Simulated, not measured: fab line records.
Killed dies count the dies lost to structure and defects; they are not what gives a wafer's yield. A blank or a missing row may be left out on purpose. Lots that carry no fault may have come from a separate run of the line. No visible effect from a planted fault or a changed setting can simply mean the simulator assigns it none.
Chamber matching | flow n5Finfet | pecvd-04 running N5_BEOL_M0_SAQP_PECVD_97: 3 sister chambers
The step deposits SiNx from SiH4/NH3/N2, target thk 23 nm, time 19.9 s. 3 wafers are shown with their chamber, then 11 later ones without.

WAFERS WITH THEIR CHAMBER
wafer  | chamber | showerheadPlenumPTorr (Torr)
L084.3 | 2       | 5.19
L084.4 | 1       | 5.14
L086.1 | 0       | 5.18

WAFERS WHOSE CHAMBER IS MISSING
wafer  | showerheadPlenumPTorr (Torr)
L086.2 | 5.15
L086.3 | 5.19
L087.2 | 5.19
L087.4 | 5.17
L087.6 | 5.18
L094.2 | 5.16
L094.5 | 5.16
L094.6 | 5.19
L096.1 | 5.16
L096.2 | 5.19
L096.6 | 5.18

EACH ONE'S CHAMBER
wafer  | from the rows above          | in truth
L086.2 | can't be placed: 1 or 0      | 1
L086.3 | can't be placed: 2 or 0      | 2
L087.2 | can't be placed: 2 or 0      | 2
L087.4 | can't be placed: 0 or 2 or 1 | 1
L087.6 | can't be placed: 0 or 2      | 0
L094.2 | can't be placed: 0 or 1 or 2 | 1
L094.5 | can't be placed: 0 or 1 or 2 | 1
L094.6 | can't be placed: 2 or 0      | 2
L096.1 | can't be placed: 0 or 1 or 2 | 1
L096.2 | can't be placed: 2 or 0      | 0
L096.6 | can't be placed: 0 or 2      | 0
Correctly placed: 0 of 11. These rows do not allow placing 11 (true chamber among the candidates in 11). Placed wrongly: 0.
How it was worked out, from the rows above alone: a wafer's distance from a chamber is the root of the sum, over the readings, of the square of ((its reading less the chamber's mean) divided by the reading's scatter). The wafer belongs to the nearest chamber; if the next one is less than 2 further off, it can't be placed. Each chamber's mean is taken over the wafers shown for it. The scatter: with one shown wafer a chamber, the root of the mean of the squares of how far each hidden wafer lies from its nearest shown one.
